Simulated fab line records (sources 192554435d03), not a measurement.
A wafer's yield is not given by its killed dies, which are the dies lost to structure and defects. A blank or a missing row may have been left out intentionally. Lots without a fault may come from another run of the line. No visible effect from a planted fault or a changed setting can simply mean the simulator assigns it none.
Which tool did it? || flow n5Finfet || 30 wafers from 10 lots sampled at 5 of the route's 1938 steps

## WHAT EACH GAUGE READ, for each wafer
N5_BEOL_M4_RC_MEAS_101.
{"lot": "L552", "measured": "day 8 07:26", "on": "prober-01", "DIBL_N (mV/V)": "33.9 33.9 33.6"}
{"lot": "L553", "measured": "day 8 12:58", "on": "prober-02", "DIBL_N (mV/V)": "36.9 35.7 36.6"}
{"lot": "L555", "measured": "day 8 14:49", "on": "prober-02", "DIBL_N (mV/V)": "35.0 37.3 36.0"}
{"lot": "L558", "measured": "day 9 22:26", "on": "prober-01", "DIBL_N (mV/V)": "34.2 35.7 34.2"}
{"lot": "L563", "measured": "day 10 20:22", "on": "prober-01", "DIBL_N (mV/V)": "35.5 37.2 36.6"}
{"lot": "L565", "measured": "day 11 02:43", "on": "prober-02", "DIBL_N (mV/V)": "37.6 37.9 38.0"}
{"lot": "L566", "measured": "day 12 06:13", "on": "prober-02", "DIBL_N (mV/V)": "33.4 34.0 34.2"}
{"lot": "L567", "measured": "day 12 06:58", "on": "prober-01", "DIBL_N (mV/V)": "36.2 34.1 34.1"}
{"lot": "L568", "measured": "day 12 14:13", "on": "prober-01", "DIBL_N (mV/V)": "36.0 35.8 36.1"}
{"lot": "L574", "measured": "day 13 14:23", "on": "prober-02", "DIBL_N (mV/V)": "36.9 36.3 37.2"}

## TOOL THAT RAN EACH LOT (tool first, then ch and the chambers of the sampled wafers, then the start)
{"lot": "L552", "N5_BEOL_M1_ANNEAL_82": "pvdSputter-02, day 6 22:05", "N5_BEOL_M1_SPUTTER_92": "pvdSputter-02, day 6 22:53", "N5_BEOL_M1_SPUTTER_94": "pvdSputter-02, day 6 23:06", "N5_BEOL_M1_SPUTTER_96": "pvdSputter-02, day 6 23:19"}
{"lot": "L553", "N5_BEOL_M1_ANNEAL_82": "pvdSputter-01, day 7 01:33", "N5_BEOL_M1_SPUTTER_92": "pvdSputter-01, day 7 02:25", "N5_BEOL_M1_SPUTTER_94": "pvdSputter-01, day 7 02:39", "N5_BEOL_M1_SPUTTER_96": "pvdSputter-01, day 7 02:53"}
{"lot": "L555", "N5_BEOL_M1_ANNEAL_82": "pvdSputter-02, day 7 01:41", "N5_BEOL_M1_SPUTTER_92": "pvdSputter-02, day 7 02:29", "N5_BEOL_M1_SPUTTER_94": "pvdSputter-02, day 7 02:42", "N5_BEOL_M1_SPUTTER_96": "pvdSputter-02, day 7 02:55"}
{"lot": "L558", "N5_BEOL_M1_ANNEAL_82": "pvdSputter-03, day 8 03:30", "N5_BEOL_M1_SPUTTER_92": "pvdSputter-03, day 8 04:18", "N5_BEOL_M1_SPUTTER_94": "pvdSputter-03, day 8 04:31", "N5_BEOL_M1_SPUTTER_96": "pvdSputter-03, day 8 04:44"}
{"lot": "L563", "N5_BEOL_M1_ANNEAL_82": "pvdSputter-02, day 9 07:12", "N5_BEOL_M1_SPUTTER_92": "pvdSputter-02, day 9 08:00", "N5_BEOL_M1_SPUTTER_94": "pvdSputter-02, day 9 08:13", "N5_BEOL_M1_SPUTTER_96": "pvdSputter-02, day 9 08:26"}
{"lot": "L565", "N5_BEOL_M1_ANNEAL_82": "pvdSputter-03, day 9 16:23", "N5_BEOL_M1_SPUTTER_92": "pvdSputter-03, day 9 17:17", "N5_BEOL_M1_SPUTTER_94": "pvdSputter-03, day 9 17:32", "N5_BEOL_M1_SPUTTER_96": "pvdSputter-03, day 9 17:47"}
{"lot": "L566", "N5_BEOL_M1_ANNEAL_82": "pvdSputter-03, day 10 06:29", "N5_BEOL_M1_SPUTTER_92": "pvdSputter-03, day 10 07:17", "N5_BEOL_M1_SPUTTER_94": "pvdSputter-03, day 10 07:31", "N5_BEOL_M1_SPUTTER_96": "pvdSputter-03, day 10 07:44"}
{"lot": "L567", "N5_BEOL_M1_ANNEAL_82": "pvdSputter-01, day 10 16:20", "N5_BEOL_M1_SPUTTER_92": "pvdSputter-01, day 10 17:08", "N5_BEOL_M1_SPUTTER_94": "pvdSputter-01, day 10 17:21", "N5_BEOL_M1_SPUTTER_96": "pvdSputter-01, day 10 17:34"}
{"lot": "L568", "N5_BEOL_M1_ANNEAL_82": "pvdSputter-03, day 10 16:39", "N5_BEOL_M1_SPUTTER_92": "pvdSputter-03, day 10 17:27", "N5_BEOL_M1_SPUTTER_94": "pvdSputter-03, day 10 17:40", "N5_BEOL_M1_SPUTTER_96": "pvdSputter-03, day 10 17:53"}
{"lot": "L574", "N5_BEOL_M1_ANNEAL_82": "pvdSputter-02, day 12 00:25", "N5_BEOL_M1_SPUTTER_92": "pvdSputter-02, day 12 01:13", "N5_BEOL_M1_SPUTTER_94": "pvdSputter-02, day 12 01:26", "N5_BEOL_M1_SPUTTER_96": "pvdSputter-02, day 12 01:40"}
- N5_BEOL_M1_ANNEAL_82: time 240 s.
- N5_BEOL_M1_SPUTTER_92: material Cu, target thk 4.5 nm, time 8.29 s.
- N5_BEOL_M1_SPUTTER_94: material Cu, target thk 4.5 nm, time 8.29 s.
- N5_BEOL_M1_SPUTTER_96: material Cu, target thk 4.5 nm, time 8.29 s.

## THE ANSWER, worked out from the rows above alone
Rule: the usual values come from the lots themselves. The widest of any qualifying gaps counts: lots, ordered by their means at a reading, are off when they make up no more than a third of the lots, leave a main group of 4 or more, and stand apart from it by 3 or more times the standard deviation of that group's means. A main group whose means are all the same, to the digits that the tables above print for the reading, isn't used. Also off: a lot with no number at a reading for which 4 or more lots have one. The other lots that the step has rows for count as sound.
Nothing can be told from this: no lot is off at any reading shown.

## WHAT THE SIMULATOR HAD INSERTED
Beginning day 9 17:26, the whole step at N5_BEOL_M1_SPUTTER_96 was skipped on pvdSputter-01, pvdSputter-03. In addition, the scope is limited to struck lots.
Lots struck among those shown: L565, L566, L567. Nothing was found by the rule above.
